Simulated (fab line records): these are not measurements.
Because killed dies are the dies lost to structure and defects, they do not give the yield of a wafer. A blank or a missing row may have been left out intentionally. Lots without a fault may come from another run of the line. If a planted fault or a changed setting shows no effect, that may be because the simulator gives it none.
Struck lot and sound lot, side by side / flow n5Finfet / 35 steps out of a route of 1938
Sound: these wafers, L893.3, L893.4, L893.5. The struck wafers were L897.2, L897.3, L897.5. Last of all comes the cause.
Each step with rows lists, per side, the tool, then ch with its chambers, then its first start. Under that, the readings that differ: sound wafers / struck wafers / difference of the means / sigmas: that difference in standard deviations of wafers without a fault.
alike: a reading whose means differ by less than 2 such deviations, as well as words and numbers matching on both sides. not compared: withheld readings; readings where some wafer has no value; bounds like >300 that might hide an equal value; numbers whose values overlap and for which the record gives no deviation.
The two part at a step that has a row with sigmas, a row that says differs or no value, or rows on one side only. Numbers that don't overlap but have no deviation are shown without sigmas and don't part them. A reading missing from all wafers of one side parts the sides only when that side holds two or more wafers.

first, 9 steps without rows for these wafers: N5_STI_FIN_REVEAL_PRECLEAN_18 (cleans in SC2, time 45 s); N5_STI_FIN_REVEAL_SRD_28 (time 30 s); N5_DUMMY_GATE_PRECLEAN_00 (cleans in O3/DIW, time 60 s); N5_DUMMY_GATE_SRD_01 (time 30 s); N5_DUMMY_GATE_ALD_02 (deposits SiO2, target thk 2 nm, pulse time 1 s); N5_DUMMY_GATE_CVD_03 (deposits a-Si from SiH4, target thk 150 nm, time 8042 s); N5_DUMMY_GATE_PRECLEAN_46 (cleans in DIW, time 89.5 s); N5_DUMMY_GATE_SRD_47 (dry time 32 s); N5_DUMMY_GATE_CMP_04 (polishes a-Si).
N5_DUMMY_GATE_HM_DEP_06: deposits SiNx from DCS/NH3, target thk 80 nm, time 5141 s.
  sound on lpcvd-01 ch 0/50,0/54,0/59, day 4 10:50; struck on lpcvd-01 ch 1/70,1/75,1/84, day 5 07:36
reading=model.SiNx_of_DUMMY_GATE_HM_DEP_06.thkNm (nm); sound=80.8 80.4 80.6; struck=88 88.2 87.6; difference=+7; sigmas=
then, 24 steps without rows for these wafers: N5_DUMMY_GATE_PECVD_30 (deposits SiO2 from TEOS/O2, target thk 55 nm, time 10.8 s); N5_DUMMY_GATE_COAT_34 (time 60 s, resist thk 60 nm); N5_DUMMY_GATE_COAT_35 (time 60 s, resist thk 10 nm); N5_DUMMY_GATE_COAT_28 (time 60 s, resist thk 10 nm); N5_DUMMY_GATE_COAT_09 (resist thk 30 nm); N5_DUMMY_GATE_EBR_11; N5_DUMMY_GATE_SOFTBAKE_10 (time 60 s); N5_DUMMY_GATE_EXPOSE_12 (exposes mask GATE, target cd 25 nm); N5_DUMMY_GATE_PEB_13 (peb time 60 s); N5_DUMMY_GATE_DEVELOP_14 (develop time 30 s); N5_DUMMY_GATE_DESCUM_20 (chemistry O2, time 6.2 s); N5_DUMMY_GATE_ETCH_29 (etches underlayer in N2/H2, target depth 13 nm); N5_DUMMY_GATE_ETCH_36 (etches SiARC in CF4, target depth 13 nm); N5_DUMMY_GATE_ETCH_37 (etches SOC in N2/H2, target depth 60 nm, overetch 30 nm); N5_DUMMY_GATE_STRIP_38 (strips in N2/H2); N5_DUMMY_GATE_STRIP_39 (strips in N2/H2); N5_DUMMY_GATE_TRIM_49 (chemistry O2, time 29 s, target cd 14 nm); N5_DUMMY_GATE_STRIP_40 (strips in CF4); N5_DUMMY_GATE_ETCH_31 (etches SiO2 in C4F6/O2, target depth 82.5 nm, time 27.5 s); N5_DUMMY_GATE_STRIP_41 (strips in O2); N5_DUMMY_GATE_HM_OPEN_21 (chemistry CH3F/O2, target SiNx, target depth 120 nm, time 171.4 s); N5_DUMMY_GATE_ETCH_32 (etches SiO2 in CF4, target depth 3.5 nm, time 3.9 s); N5_DUMMY_GATE_ETCH_23 (etches poly-Si in HBr/Cl2/O2, target depth 41 nm, time 22.3 s); N5_DUMMY_GATE_ETCH_44 (etches poly-Si in HBr/O2, stops on SiO2, target depth 127.5 nm).
N5_ILD0_CMP_03: polishes, stops on SiNx, t overpolish 1.9 s, target thk 197.38 nm.
  sound on cmp-03 ch 0,1,3, day 5 10:41; struck on cmp-01 ch 1,2,3, day 6 03:08
reading=model.SiNx_of_DUMMY_GATE_HM_DEP_06.thkNm (nm); sound=77.6 77.4 77.6; struck=84.8 85.2 84.4; difference=+7.3; sigmas=
  alike: motorCurrentA, overpolishRunS, timeToEndpointS

WHERE THEY PART
Nowhere in this record.

WHY: what had been put in by the simulator
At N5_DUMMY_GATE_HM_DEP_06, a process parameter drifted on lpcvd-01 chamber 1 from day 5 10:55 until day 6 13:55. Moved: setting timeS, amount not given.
